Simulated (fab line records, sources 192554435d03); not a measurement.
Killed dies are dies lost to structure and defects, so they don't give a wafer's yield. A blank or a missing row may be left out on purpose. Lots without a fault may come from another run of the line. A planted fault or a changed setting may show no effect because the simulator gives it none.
fab line records | flow n5_finfet
record lots=24 wafers=72 last_day=18
route steps=1938 shown FIN_SAQP@136 FIN_CUT@169 STI_FIN_REVEAL@188
lots that met no fault: from a run of the same line without faults
start_h: hours from the record's first day to the start of the lot's first wafer shown | wait_h: hours since the lot's step before | " the same as in the row above | L1.1+2: a row that stands for several wafers | - no value, or no start given | * or withheld: withheld | < > ~ a bound
route shown NAME@n: a module of which the file shows steps, and the number in the route of the first | usual: mean/standard deviation of fault-free wafers | same: alike in all rows | chamber/n: place in a boat | sites: the reading at each site | _std_site: their standard deviation | _edge_site: outer sites' mean less inner sites' | radius_mm: how far each site lies from the wafer's centre | mask NAME#n: copy n | behind: the tool/chamber that last shaped the wafer | hold: why the lot was held/for how many hours/how that ended | device: the transistor (n, p or np) that didn't switch | end of line: the same wafers' tests at the end of the route | a step without rows: its recipe alone | killed: dies lost to structure and defects at the first sort, not the wafer's yield | map: a wafer's dies, x killed, . not, _ none there
set.NAME: the setting as run; set.NAME@STEP: as run at that earlier step | model.NAME: the simulator's own value behind a step, which no gauge read
steps of the route over a sample of lots; a table a step, a row a wafer
services: from which hour (start_h, from the record's first day; less than 0 if before it) a tool's chamber was out of use, for how many hours, and why
## steps
# step N5_FIN_SAQP_STRIP_70
# recipe chemistry=N2/H2 power_w=500 temp_c=40 pressure_mtorr=50 rf_frequency_hz=6e+07 overash_fraction=0.3 bias_power_w=28 h2_frac=0.5 n2_flow_sccm=300 h2_flow_sccm=300
# usual drypump_motor_current_A=5.8/0.55 oes_product_au=0.78/0.089 rf_vpp_V=122.1/1.1 showerhead_plenum_p_Torr=3.42/0.12 throttle_valve_pct=18.9/0.41
# columns lot.wafer tool chamber start_h wait_h drypump_motor_current_A oes_product_au rf_hours_counter_h rf_vpp_V showerhead_plenum_p_Torr throttle_valve_pct
L074.1 rie_diel-03 1 24.95 0.0 5.5 0.76 132 122.6 3.50 19.0
L074.3 " 0 " " 5.2 0.67 237 122.0 3.44 18.8
L074.6 " 0 " " 5.2 0.67 - 122.6 3.44 18.8
L075.1 rie_diel-03 0 32.76 0.0 5.2 0.67 241 121.8 3.44 18.8
L075.3 " 2 " " 5.0 0.92 20 121.9 3.45 19.6
L075.4 " 2 " " 5.0 0.91 - 122.4 3.45 19.6
L076.1 rie_diel-01 0 36.42 0.0 6.3 0.82 71 124.1 3.53 18.4
L076.3 " 2 " " 5.3 0.96 4 122.3 3.60 18.8
L076.6 " 3 " " 6.5 0.72 - 122.4 3.47 19.0
L077.1 rie_diel-06 0 43.16 0.0 5.7 0.73 174 121.7 3.48 18.9
L077.3 " 3 " " 5.4 0.71 218 119.4 3.18 19.0
L077.6 " 3 " " 5.4 0.71 - 121.4 3.18 18.9
L078.2 rie_diel-03 2 49.81 0.0 5.0 0.89 27 121.1 3.44 19.7
L078.4 " 0 " " 5.2 0.66 247 122.9 3.44 18.8
L078.5 " 1 " " 5.5 0.76 - 123.8 3.50 19.0
L079.1 rie_diel-01 1 58.29 0.0 5.8 0.69 214 119.9 3.17 18.3
L079.3 " 3 " " 6.6 0.71 212 123.0 3.46 19.0
L079.4 " 2 " " 5.2 0.94 10 122.4 3.60 18.8
L080.2 rie_diel-01 0 62.49 0.0 6.3 0.81 81 123.3 3.53 18.4
L080.4 " 2 " " 5.2 0.93 12 122.0 3.60 18.8
L080.5 " 1 " " 5.7 0.69 - 121.3 3.17 18.3
L081.1 rie_diel-01 0 66.97 0.0 6.3 0.81 82 123.7 3.53 18.4
L081.4 " 0 " " 6.4 0.82 - 121.7 3.53 18.4
L081.5 " 2 " " 5.2 0.94 - 121.2 3.60 18.8
L082.1 rie_diel-01 3 72.26 0.0 6.6 0.72 217 122.3 3.46 19.0
L082.3 " 0 " " 6.4 0.81 85 122.4 3.52 18.4
L082.5 " 3 " " 6.6 0.72 - 123.1 3.46 19.0
L083.1 rie_diel-01 2 79.09 0.0 5.2 0.93 19 122.4 3.59 18.8
L083.5 " 2 " " 5.2 0.91 - 124.2 3.59 18.8
L083.6 " 3 " " 6.6 0.71 - 122.1 3.46 19.0
L084.2 rie_diel-06 3 84.98 0.0 5.4 0.70 233 120.6 3.17 19.0
L084.3 " 0 " " 5.8 0.72 188 121.5 3.47 18.9
L084.5 " 2 " " 6.3 0.72 - 121.1 3.34 19.4
L085.3 rie_diel-03 1 91.26 0.0 5.5 0.74 152 122.2 3.49 19.0
L085.5 " 1 " " 5.5 0.74 - 122.6 3.49 19.0
L085.6 " 0 " " 5.2 0.97 - 121.9 3.43 18.4
L086.1 rie_diel-01 1 98.04 0.0 5.8 0.68 222 119.7 3.16 18.3
L086.3 " 0 " " 6.3 0.80 95 123.3 3.52 18.5
L086.4 " 2 " " 5.2 0.90 25 125.1 3.59 18.8
L087.2 rie_diel-03 3 104.13 0.0 5.9 0.83 78 121.3 3.24 18.4
L087.3 " 0 " " 5.2 0.95 8 123.4 3.43 18.5
L087.5 " 0 " " 5.2 0.95 - 122.6 3.43 18.4
L088.1 rie_diel-01 2 109.74 0.0 5.2 0.89 29 122.9 3.59 18.8
L088.4 " 3 " " 6.6 0.71 - 120.5 3.45 19.0
L088.5 " 2 " " 5.2 0.88 - 124.5 3.59 18.8
L089.1 rie_diel-01 3 114.76 0.0 6.6 0.70 234 121.9 3.45 19.0
L089.5 " 2 " " 5.2 0.88 - 122.6 3.59 18.8
L089.6 " 3 " " 6.6 0.71 - 123.8 3.45 19.0
L090.1 rie_diel-03 3 123.60 0.0 6.0 0.82 84 121.8 3.24 18.4
L090.3 " 0 " " 5.2 0.92 15 122.9 3.43 18.5
L090.5 " 1 " " 5.5 0.72 - 121.4 3.48 19.1
L091.3 rie_diel-03 0 128.71 0.0 5.2 0.93 16 122.7 3.42 18.5
L091.4 " 3 " " 5.9 0.83 86 120.0 3.24 18.4
L091.6 " 2 " " 5.0 0.84 - 121.7 3.43 19.7
L092.3 rie_diel-06 1 134.82 0.0 6.6 0.74 186 123.0 3.47 18.6
L092.4 " 3 " " 5.4 0.69 249 120.0 3.16 19.0
L092.6 " 1 " " 6.6 0.73 - 123.0 3.47 18.6
L093.3 rie_diel-03 0 145.18 0.0 5.2 0.92 19 121.3 3.42 18.5
L093.4 " 1 " " 5.5 0.73 172 122.0 3.48 19.1
L093.6 " 0 " " 5.2 0.93 - 122.8 3.42 18.5
L094.1 rie_diel-06 1 146.39 0.0 6.6 0.73 192 123.7 3.46 18.6
L094.5 " 0 " " 5.8 0.71 - 122.8 3.46 18.9
L094.6 " 1 " " 6.6 0.72 - 122.8 3.46 18.6
L095.2 rie_diel-06 2 151.08 0.0 6.3 0.70 233 121.7 3.33 19.4
L095.4 " 1 " " 6.6 0.73 - 121.3 3.46 18.6
L095.6 " 0 " " 5.8 0.71 - 121.6 3.46 18.9
L096.1 rie_diel-06 2 159.59 0.0 6.3 0.70 238 121.8 3.33 19.4
L096.5 " 1 " " 6.6 0.73 - 120.4 3.46 18.6
L096.6 " 0 " " 5.7 0.71 - 123.4 3.46 19.0
L097.1 rie_diel-03 2 162.29 0.0 5.0 0.84 67 122.6 3.42 19.7
L097.2 " 0 " " 5.2 0.91 24 122.0 3.42 18.5
L097.3 " 1 " " 5.5 0.72 176 122.7 3.48 19.1
# step N5_FIN_SAQP_OCD_MEAS_76
# usual trench_depth_nm=120.0/1.9
# columns lot.wafer tool chamber start_h wait_h trench_depth_nm
L074.1 ocd-01 - 26.39 0.0 119.7
L074.3 " - " " 122.9
L074.6 " - " " 118.6
L075.1 ocd-01 - 34.20 0.0 118.4
L075.3 " - " " 119.7
L075.4 " - " " 123.4
L076.1 ocd-02 - 37.70 0.0 118.5
L076.3 " - " " 119.9
L076.6 " - " " 119.2
L077.1 ocd-01 - 44.59 0.0 119.5
L077.3 " - " " 117.4
L077.6 " - " " 119.6
L078.2 ocd-02 - 51.09 0.0 120.3
L078.4 " - " " 121.4
L078.5 " - " " 118.0
L079.1 ocd-01 - 59.81 0.0 118.5
L079.3 " - " " 124.6
L079.4 " - " " 119.7
L080.2 ocd-01 - 63.85 0.0 117.6
L080.4 " - " " 121.1
L080.5 " - " " 120.9
L081.1 ocd-02 - 68.32 0.0 119.1
L081.4 " - " " 118.9
L081.5 " - " " 118.9
L082.1 ocd-02 - 74.52 0.0 121.1
L082.3 " - " " 119.5
L082.5 " - " " 121.0
L083.1 ocd-01 - 80.37 0.0 121.4
L083.5 " - " " 121.5
L083.6 " - " " 121.1
L084.2 ocd-01 - 86.35 0.0 118.2
L084.3 " - " " 119.3
L084.5 " - " " 118.3
L085.3 ocd-01 - 93.51 0.0 119.7
L085.5 " - " " 121.6
L085.6 " - " " 120.2
L086.1 ocd-02 - 99.62 0.0 119.0
L086.3 " - " " 116.1
L086.4 " - " " 120.5
L087.2 ocd-01 - 105.99 0.0 122.1
L087.3 " - " " 117.0
L087.5 " - " " 117.2
L088.1 ocd-02 - 111.18 0.0 118.5
L088.4 " - " " 119.5
L088.5 " - " " 119.8
L089.1 ocd-02 - 116.03 0.0 120.8
L089.5 " - " " 120.5
L089.6 " - " " 122.9
L090.1 ocd-02 - 125.03 0.0 118.7
L090.3 " - " " 118.1
L090.5 " - " " 119.8
L091.3 ocd-01 - 130.09 0.0 117.9
L091.4 " - " " 120.7
L091.6 " - " " 122.5
L092.3 ocd-02 - 136.26 0.0 118.7
L092.4 " - " " 116.2
L092.6 " - " " 116.6
L093.3 ocd-01 - 146.46 0.0 119.7
L093.4 " - " " 121.9
L093.6 " - " " 121.9
L094.1 ocd-02 - 147.67 0.0 117.4
L094.5 " - " " 118.4
L094.6 " - " " 121.9
L095.2 ocd-02 - 152.36 0.0 117.3
L095.4 " - " " 120.1
L095.6 " - " " 118.6
L096.1 ocd-01 - 161.09 0.0 120.1
L096.5 " - " " 121.5
L096.6 " - " " 121.8
L097.1 ocd-01 - 163.57 0.0 117.8
L097.2 " - " " 119.1
L097.3 " - " " 121.1
# step N5_FIN_CUT_ETCH_21
# recipe chemistry=N2/H2 target=SOC target_depth_a=2190 overetch_a=438 mask_material=SiARC temp_c=40 ion_energy_ev=100 bias_w=61 time_s=523.5 pressure_mtorr=30 source_w=850 n2_flow_sccm=200 h2_flow_sccm=200
# usual drypump_motor_current_A=5.6/0.43 oes_product_au=0.73/0.08 rf_vpp_V=240.9/1.2 showerhead_plenum_p_Torr=2.57/0.073 throttle_valve_pct=17.81/0.24
# columns lot.wafer tool chamber start_h wait_h drypump_motor_current_A oes_product_au rf_hours_counter_h rf_vpp_V showerhead_plenum_p_Torr throttle_valve_pct
L074.1 rie_diel-02 2 26.94 0.0 5.6 0.74 116 240.9 2.55 17.43
L074.3 " 0 " " 5.4 0.66 212 239.0 2.44 17.95
L074.6 " 1 " " 4.9 0.66 - 242.6 2.62 17.79
L075.1 rie_diel-02 1 35.56 0.0 4.9 0.66 208 240.3 2.62 17.78
L075.3 " 2 " " 5.6 0.73 119 241.6 2.55 17.45
L075.4 " 3 " " 5.2 0.69 128 241.9 2.67 18.08
L076.1 rie_diel-02 1 38.28 0.0 4.9 0.66 209 243.8 2.62 17.78
L076.3 " 0 " " 5.4 0.66 216 239.5 2.43 17.95
L076.6 " 2 " " 5.6 0.73 - 241.0 2.55 17.45
L077.1 rie_diel-02 0 45.27 0.0 5.4 0.66 218 237.4 2.43 17.95
L077.3 " 2 " " 5.6 0.73 123 240.8 2.55 17.44
L077.6 " 1 " " 4.9 0.67 - 242.1 2.62 17.77
L078.2 rie_diel-04 0 51.76 0.0 5.9 0.75 93 242.5 2.55 17.49
L078.4 " 0 " " 5.9 0.75 - 241.5 2.55 17.52
L078.5 " 1 " " 5.4 0.63 - 239.8 2.51 18.02
L079.1 rie_diel-02 3 60.36 0.0 5.2 0.68 136 243.1 2.67 18.10
L079.3 " 0 " " 5.4 0.66 222 239.6 2.43 17.97
L079.4 " 2 " " 5.6 0.72 128 240.3 2.55 17.46
L080.2 rie_diel-02 3 64.47 0.0 5.2 0.68 137 242.0 2.67 18.11
L080.4 " 0 " " 5.4 0.66 223 237.8 2.43 17.96
L080.5 " 1 " " 4.9 0.66 - 241.3 2.62 17.80
L081.1 rie_diel-04 1 68.99 0.0 5.4 0.63 258 241.4 2.50 18.03
L081.4 " 1 " " 5.4 0.62 - 239.6 2.50 18.04
L081.5 " 0 " " 5.9 0.74 - 242.0 2.55 17.51
L082.1 rie_diel-02 1 75.07 0.0 4.9 0.66 221 240.1 2.61 17.79
L082.3 " 0 " " 5.4 0.66 226 240.5 2.43 17.97
L082.5 " 1 " " 4.9 0.65 - 239.6 2.61 17.81
L083.1 rie_diel-04 1 81.12 0.0 5.4 0.63 263 240.7 2.50 18.04
L083.5 " 2 " " 6.4 0.85 - 241.0 2.61 17.93
L083.6 " 1 " " 5.3 0.62 - 239.9 2.50 18.04
L084.2 rie_diel-04 1 86.89 0.0 5.4 0.62 266 240.1 2.50 18.06
L084.3 " 0 " " 5.9 0.73 107 241.0 2.55 17.52
L084.5 " 1 " " 5.3 0.62 - 240.9 2.50 18.06
L085.3 rie_diel-02 2 94.07 0.0 5.6 0.70 137 240.9 2.54 17.47
L085.5 " 3 " " 5.2 0.68 - 241.6 2.67 18.09
L085.6 " 0 " " 5.4 0.66 - 238.4 2.43 17.97
L086.1 rie_diel-05 2 100.17 0.0 5.5 0.87 16 240.0 2.61 17.63
L086.3 " 1 " " 5.6 0.71 130 240.9 2.54 17.61
L086.4 " 1 " " 5.6 0.70 - 240.0 2.54 17.62
L087.2 rie_diel-04 2 106.53 0.0 6.4 0.83 27 241.3 2.61 17.96
L087.3 " 3 " " 5.7 0.85 14 240.8 2.62 17.93
L087.5 " 0 " " 5.9 0.73 - 241.4 2.55 17.54
L088.1 rie_diel-02 2 111.86 0.0 5.6 0.70 143 240.6 2.54 17.48
L088.4 " 0 " " 5.4 0.65 237 238.2 2.43 18.00
L088.5 " 0 " " 5.4 0.65 - 238.2 2.43 17.98
L089.1 rie_diel-05 2 116.58 0.0 5.5 0.85 22 241.1 2.61 17.64
L089.5 " 0 " " 6.2 0.70 - 240.6 2.65 18.12
L089.6 " 3 " " 5.6 0.88 - 240.4 2.48 17.33
L090.1 rie_diel-02 0 125.70 0.0 5.4 0.64 241 237.2 2.42 18.00
L090.3 " 1 " " 4.9 0.65 235 241.0 2.61 17.83
L090.5 " 3 " " 5.2 0.67 - 241.8 2.66 18.12
L091.3 rie_diel-04 3 130.82 0.0 5.7 0.82 22 241.1 2.62 17.95
L091.4 " 3 " " 5.7 0.83 - 242.3 2.62 17.92
L091.6 " 0 " " 5.9 0.72 - 241.5 2.54 17.57
L092.3 rie_diel-05 1 136.80 0.0 5.6 0.70 140 240.1 2.53 17.65
L092.4 " 3 " " 5.6 0.86 8 241.8 2.48 17.33
L092.6 " 0 " " 6.2 0.69 - 241.2 2.65 18.12
L093.3 rie_diel-04 3 147.01 0.0 5.7 0.82 29 241.8 2.62 17.93
L093.4 " 0 " " 5.9 0.71 - 241.5 2.54 17.56
L093.6 " 1 " " 5.3 0.91 - 240.1 2.50 17.63
L094.1 rie_diel-02 1 148.22 0.0 4.9 0.64 241 241.3 2.60 17.84
L094.5 " 0 " " 5.4 0.65 - 239.6 2.42 17.99
L094.6 " 3 " " 5.2 0.67 - 241.2 2.66 18.14
L095.2 rie_diel-04 1 152.91 0.0 5.4 0.89 3 239.6 2.50 17.63
L095.4 " 0 " " 5.9 0.71 131 240.2 2.54 17.59
L095.6 " 3 " " 5.7 0.82 - 240.1 2.62 17.95
L096.1 rie_diel-04 1 161.81 0.0 5.4 0.88 5 240.6 2.49 17.63
L096.5 " 1 " " 5.4 0.88 - 240.5 2.49 17.63
L096.6 " 2 " " 6.4 0.80 - 240.2 2.60 17.98
L097.1 rie_diel-05 1 164.11 0.0 5.6 0.69 147 241.0 2.53 17.65
L097.2 " 0 " " 6.2 0.69 163 242.9 2.65 18.14
L097.3 " 3 " " 5.6 0.84 15 240.3 2.47 17.35
# step N5_FIN_CUT_PRECLEAN_35
# recipe time_s=13.3 temp_c=45 pressure_torr=125 p_hf_torr=3 p_coreactant_torr=25 chemistry=vHF
# usual drypump_motor_current_A=5.8/0.46
# columns lot.wafer tool chamber start_h wait_h drypump_motor_current_A
L074.1 vapor_etch-02 0 27.39 0.0 6.3
L074.3 " 0 " " 6.3
L074.6 " 0 " " 6.3
L075.1 vapor_etch-02 1 36.21 0.2 5.5
L075.3 " 0 " " 6.3
L075.4 " 1 " " 5.5
L076.1 vapor_etch-01 1 38.74 0.0 6.2
L076.3 " 1 " " 6.2
L076.6 " 0 " " 5.1
L077.1 vapor_etch-02 1 45.73 0.0 5.5
L077.3 " 0 " " 6.3
L077.6 " 1 " " 5.5
L078.2 vapor_etch-02 0 52.22 0.0 6.2
L078.4 " 1 " " 5.5
L078.5 " 1 " " 5.5
L079.1 vapor_etch-02 1 60.81 0.0 5.5
L079.3 " 1 " " 5.5
L079.4 " 0 " " 6.2
L080.2 vapor_etch-02 0 65.22 0.3 6.3
L080.4 " 0 " " 6.3
L080.5 " 0 " " 6.3
L081.1 vapor_etch-01 0 69.45 0.0 5.1
L081.4 " 0 " " 5.1
L081.5 " 0 " " 5.1
L082.1 vapor_etch-01 1 75.52 0.0 6.2
L082.3 " 1 " " 6.2
L082.5 " 1 " " 6.2
L083.1 vapor_etch-02 1 81.57 0.0 5.5
L083.5 " 1 " " 5.5
L083.6 " 0 " " 6.3
L084.2 vapor_etch-02 1 87.35 0.0 5.5
L084.3 " 0 " " 6.3
L084.5 " 0 " " 6.3
L085.3 vapor_etch-01 0 94.55 0.1 5.1
L085.5 " 1 " " 6.2
L085.6 " 0 " " 5.1
L086.1 vapor_etch-02 0 100.63 0.0 6.2
L086.3 " 1 " " 5.5
L086.4 " 0 " " 6.2
L087.2 vapor_etch-02 1 106.99 0.0 5.5
L087.3 " 1 " " 5.5
L087.5 " 0 " " 6.3
L088.1 vapor_etch-01 0 112.32 0.0 5.1
L088.4 " 1 " " 6.2
L088.5 " 1 " " 6.2
L089.1 vapor_etch-02 0 117.04 0.0 6.3
L089.5 " 1 " " 5.5
L089.6 " 0 " " 6.3
L090.1 vapor_etch-02 1 126.16 0.0 5.5
L090.3 " 1 " " 5.5
L090.5 " 0 " " 6.3
L091.3 vapor_etch-02 1 131.30 0.1 5.5
L091.4 " 0 " " 6.2
L091.6 " 1 " " 5.5
L092.3 vapor_etch-01 1 137.28 0.1 6.2
L092.4 " 0 " " 5.1
L092.6 " 1 " " 6.2
L093.3 vapor_etch-01 1 147.49 0.1 6.2
L093.4 " 0 " " 5.1
L093.6 " 0 " " 5.1
L094.1 vapor_etch-02 0 148.68 0.0 6.3
L094.5 " 1 " " 5.5
L094.6 " 0 " " 6.3
L095.2 vapor_etch-02 0 153.37 0.0 6.2
L095.4 " 0 " " 6.2
L095.6 " 1 " " 5.5
L096.1 vapor_etch-01 0 162.26 0.0 5.1
L096.5 " 0 " " 5.1
L096.6 " 1 " " 6.2
L097.1 vapor_etch-02 0 164.57 0.0 6.3
L097.2 " 1 " " 5.5
L097.3 " 0 " " 6.2
# step N5_STI_FIN_REVEAL_THK_MEAS_05
# usual thk_nm=131.7/1.2
# columns lot.wafer tool chamber start_h wait_h thk_nm
L074.1 film_metro-01 - 34.01 - 132.0
L074.3 " - " " 128.6
L074.6 " - " " 131.0
L075.1 film_metro-01 - 42.63 - 130.0
L075.3 " - " " 131.6
L075.4 " - " " 130.2
L076.1 film_metro-01 - 50.65 - 131.7
L076.3 " - " " 131.2
L076.6 " - " " 130.1
L077.1 film_metro-01 - 52.54 - 131.3
L077.3 " - " " 130.6
L077.6 " - " " 129.9
L078.2 film_metro-01 - 58.11 - 131.9
L078.4 " - " " 130.6
L078.5 " - " " 132.3
L079.1 film_metro-02 - 66.60 - 130.5
L079.3 " - " " 131.4
L079.4 " - " " 131.7
L080.2 film_metro-01 - 71.00 - 132.2
L080.4 " - " " 132.8
L080.5 " - " " 131.2
L081.1 film_metro-01 - 75.23 - 130.8
L081.4 " - " " 131.5
L081.5 " - " " 130.1
L082.1 film_metro-02 - 81.30 - 131.2
L082.3 " - " " 130.1
L082.5 " - " " 133.5
L083.1 film_metro-02 - 87.42 - 131.5
L083.5 " - " " 132.8
L083.6 " - " " 130.5
L084.2 film_metro-01 - 93.13 - 131.4
L084.3 " - " " 132.9
L084.5 " - " " 131.7
L085.3 film_metro-02 - 101.39 - 132.0
L085.5 " - " " 129.5
L085.6 " - " " 131.5
L086.1 film_metro-01 - 107.80 - 131.2
L086.3 " - " " 129.5
L086.4 " - " " 130.8
L087.2 film_metro-02 - 113.54 - 131.9
L087.3 " - " " 130.7
L087.5 " - " " 132.4
L088.1 film_metro-02 - 118.11 - 132.1
L088.4 " - " " 132.8
L088.5 " - " " 130.8
L089.1 film_metro-01 - 122.89 - 132.6
L089.5 " - " " 130.9
L089.6 " - " " 133.6
L090.1 film_metro-01 - 132.13 - 134.1
L090.3 " - " " 132.2
L090.5 " - " " 132.4
L091.3 film_metro-02 - 137.06 - 134.4
L091.4 " - " " 132.2
L091.6 " - " " 134.0
L092.3 film_metro-01 - 143.11 - 132.4
L092.4 " - " " 133.0
L092.6 " - " " 131.5
L093.3 film_metro-01 - 154.47 - 132.7
L093.4 " - " " 130.2
L093.6 " - " " 131.6
L094.1 film_metro-01 - 154.75 - 131.0
L094.5 " - " " 131.4
L094.6 " - " " 131.3
L095.2 film_metro-02 - 159.16 - 131.8
L095.4 " - " " 129.5
L095.6 " - " " 128.4
L096.1 film_metro-02 - 168.06 - 132.6
L096.5 " - " " 133.0
L096.6 " - " " 130.8
L097.1 film_metro-01 - 170.36 - 132.4
L097.2 " - " " 134.7
L097.3 " - " " 134.3
# step N5_STI_FIN_REVEAL_ETCHBACK_08
# recipe chemistry=C4F6/O2 target=SiO2 target_depth_a=305 time_s=10.167 ion_energy_ev=250 pressure_mtorr=30 source_w=345 bias_w=185 Ar_flow_sccm=300 C4F6_flow_sccm=10 O2_flow_sccm=10
# usual drypump_motor_current_A=5.9/0.53 oes_ar_750_au=0.77/0.082 oes_f_703_au=0.77/0.083 oes_product_au=0.77/0.085 rf_vpp_V=667/16 showerhead_plenum_p_Torr=2.89/0.097 throttle_valve_pct=21.13/0.17
# columns lot.wafer tool chamber start_h wait_h drypump_motor_current_A oes_ar_750_au oes_f_703_au oes_product_au rf_hours_counter_h rf_vpp_V showerhead_plenum_p_Torr throttle_valve_pct
L074.1 rie_diel-01 1 34.24 0.2 5.8 0.70 0.71 0.69 207 641 2.74 21.07
L074.3 " 0 " " 6.3 0.82 0.80 0.81 70 668 3.00 20.96
L074.6 " 3 " " 6.6 0.74 0.76 0.74 - 676 2.92 21.14
L075.1 rie_diel-06 1 42.93 0.2 6.6 0.76 0.76 0.76 155 690 2.96 21.09
L075.3 " 3 " " 5.4 0.71 0.71 0.71 218 646 2.70 21.26
L075.4 " 0 " " 5.8 0.71 0.70 0.73 174 688 2.96 21.17
L076.1 rie_diel-06 1 51.10 0.3 6.6 0.75 0.75 0.77 158 690 2.96 21.11
L076.3 " 2 " " 6.3 0.73 0.73 0.71 198 649 2.83 21.19
L076.6 " 0 " " 5.7 0.71 0.69 0.72 - 689 2.96 21.19
L077.1 rie_diel-01 1 52.78 0.2 5.8 0.70 0.71 0.69 213 643 2.73 21.08
L077.3 " 2 " " 5.2 0.94 0.95 0.95 9 670 3.03 20.93
L077.6 " 3 " " 6.6 0.73 0.75 0.73 - 676 2.92 21.15
L078.2 rie_diel-06 2 58.52 0.2 6.3 0.73 0.73 0.71 200 651 2.83 21.20
L078.4 " 1 " " 6.6 0.75 0.75 0.76 160 689 2.96 21.12
L078.5 " 1 " " 6.6 0.75 0.75 0.76 - 690 2.95 21.09
L079.1 rie_diel-06 0 66.84 0.2 5.7 0.71 0.69 0.72 182 688 2.96 21.19
L079.3 " 2 " " 6.3 0.72 0.73 0.71 203 649 2.83 21.19
L079.4 " 1 " " 6.6 0.75 0.75 0.76 163 690 2.95 21.12
L080.2 rie_diel-01 3 71.29 0.2 6.6 0.73 0.74 0.73 216 676 2.92 21.16
L080.4 " 0 " " 6.3 0.79 0.79 0.79 - 668 2.99 20.96
L080.5 " 3 " " 6.6 0.73 0.74 0.73 - 677 2.92 21.17
L081.1 rie_diel-01 3 75.65 0.4 6.6 0.73 0.74 0.72 219 676 2.91 21.18
L081.4 " 2 " " 5.2 0.92 0.93 0.92 - 669 3.03 20.94
L081.5 " 3 " " 6.6 0.73 0.74 0.73 - 676 2.91 21.16
L082.1 rie_diel-06 2 81.76 0.3 6.3 0.72 0.72 0.71 209 649 2.82 21.20
L082.3 " 1 " " 6.6 0.74 0.74 0.75 168 689 2.95 21.12
L082.5 " 3 " " 5.4 0.70 0.70 0.69 - 647 2.69 21.28
L083.1 rie_diel-06 2 87.66 0.2 6.3 0.72 0.73 0.71 209 649 2.82 21.21
L083.5 " 1 " " 6.6 0.74 0.74 0.75 - 690 2.95 21.13
L083.6 " 2 " " 6.3 0.71 0.73 0.72 - 650 2.82 21.21
L084.2 rie_diel-03 3 93.37 0.2 5.9 0.84 0.86 0.85 74 660 2.79 21.28
L084.3 " 2 " " 5.0 0.87 0.88 0.86 44 653 2.92 21.49
L084.5 " 0 " " 5.2 0.95 0.93 0.97 - 675 2.88 20.75
L085.3 rie_diel-03 1 101.63 0.1 5.5 0.75 0.78 0.75 157 666 2.93 21.05
L085.5 " 0 " " 5.2 0.94 0.93 0.96 - 672 2.88 20.74
L085.6 " 3 " " 5.9 0.84 0.86 0.84 - 658 2.78 21.25
L086.1 rie_diel-01 2 108.61 0.5 5.2 0.90 0.90 0.90 29 670 3.02 20.94
L086.3 " 3 " " 6.6 0.72 0.74 0.72 231 677 2.91 21.19
L086.4 " 3 " " 6.6 0.72 0.73 0.72 - 677 2.91 21.17
L087.2 rie_diel-03 2 114.07 0.2 5.0 0.85 0.87 0.85 52 653 2.92 21.50
L087.3 " 3 " " 6.0 0.84 0.86 0.84 81 660 2.78 21.28
L087.5 " 3 " " 6.0 0.84 0.85 0.84 - 659 2.78 21.28
L088.1 rie_diel-03 2 118.41 0.2 5.0 0.86 0.86 0.84 54 653 2.92 21.51
L088.4 " 0 " " 5.2 0.91 0.91 0.93 13 674 2.88 20.75
L088.5 " 2 " " 5.0 0.86 0.87 0.84 - 653 2.92 21.50
L089.1 rie_diel-06 3 123.39 0.2 5.4 0.69 0.69 0.69 247 645 2.69 21.30
L089.5 " 0 " " 5.7 0.69 0.67 0.72 - 689 2.95 21.21
L089.6 " 3 " " 5.4 0.69 0.69 0.68 - 646 2.69 21.29
L090.1 rie_diel-01 2 134.82 0.2 5.2 0.88 0.88 0.88 40 671 3.01 20.97
L090.3 " 3 " " 6.6 0.71 0.73 0.71 242 677 2.90 21.20
L090.5 " 1 " " 5.8 0.68 0.69 0.67 - 639 2.72 21.13
L091.3 rie_diel-06 1 137.86 0.2 6.6 0.73 0.73 0.74 188 689 2.94 21.14
L091.4 " 1 " " 6.6 0.73 0.73 0.74 - 688 2.94 21.15
L091.6 " 2 " " 6.3 0.72 0.70 0.70 - 648 2.82 21.23
L092.3 rie_diel-03 1 143.49 0.1 5.5 0.74 0.77 0.73 171 664 2.92 21.06
L092.4 " 1 " " 5.5 0.75 0.76 0.73 - 666 2.92 21.05
L092.6 " 3 " " 6.0 0.82 0.84 0.83 - 657 2.78 21.31
L093.3 rie_diel-03 0 155.31 0.5 5.2 0.90 0.89 0.92 21 675 2.87 20.77
L093.4 " 3 " " 5.9 0.82 0.84 0.82 93 659 2.78 21.30
L093.6 " 1 " " 5.5 0.74 0.77 0.73 - 665 2.92 21.06
L094.1 rie_diel-01 1 155.40 0.4 5.8 0.68 0.69 0.67 242 641 2.72 21.12
L094.5 " 1 " " 5.8 0.68 0.69 0.66 - 640 2.72 21.15
L094.6 " 0 " " 6.3 0.77 0.76 0.77 - 668 2.98 20.99
L095.2 rie_diel-06 1 159.85 0.2 6.6 0.72 0.73 0.74 198 688 2.94 21.16
L095.4 " 0 " " 5.8 0.69 0.67 0.70 - 688 2.95 21.24
L095.6 " 2 " " 6.3 0.71 0.70 0.69 - 650 2.81 21.26
L096.1 rie_diel-01 3 171.46 0.2 6.6 0.71 0.71 0.69 254 676 2.90 21.21
L096.5 " 0 " " 6.3 0.77 0.76 0.77 - 668 2.98 20.99
L096.6 " 3 " " 6.5 0.70 0.72 0.69 - 675 2.90 21.22
L097.1 rie_diel-06 1 174.61 0.2 6.6 0.72 0.72 0.73 204 687 2.93 21.15
L097.2 " 3 " " 5.4 0.98 0.98 0.97 1 656 3.02 20.99
L097.3 " 0 " " 5.7 0.68 0.66 0.70 218 688 2.94 21.24
## services
# columns tool chamber start_h hours kind
rie_diel-03 2 4.55 8.3 repair
rie_diel-01 2 5.60 - clean
rie_diel-01 2 5.60 - consumable_replace:focus_ring
rie_diel-01 2 5.60 - consumable_replace:showerhead
rie_diel-01 2 5.60 21.3 scheduled_down
rie_diel-01 2 5.60 21.3 vent_cycle
rie_diel-02 2 19.97 4.2 repair
rie_diel-03 1 26.25 10.1 repair
rie_diel-04 3 28.67 77.2 repair
vapor_etch-02 - 33.94 0.8 repair
rie_diel-05 3 55.54 9.2 repair
rie_diel-04 0 57.00 4.1 repair
rie_diel-05 2 63.93 2.1 repair
rie_diel-01 1 66.24 16.2 repair
rie_diel-06 0 95.43 9.2 repair
rie_diel-01 0 107.19 29.5 repair
rie_diel-05 1 112.71 3.3 repair
rie_diel-06 3 136.50 - clean
rie_diel-04 2 143.32 5.9 repair
rie_diel-04 - 144.48 0.2 repair
rie_diel-02 2 145.20 5.7 repair
rie_diel-06 2 169.03 5.1 repair
vapor_etch-01 1 171.79 3.4 repair
rie_diel-01 3 172.08 16.0 repair
## key
fault none
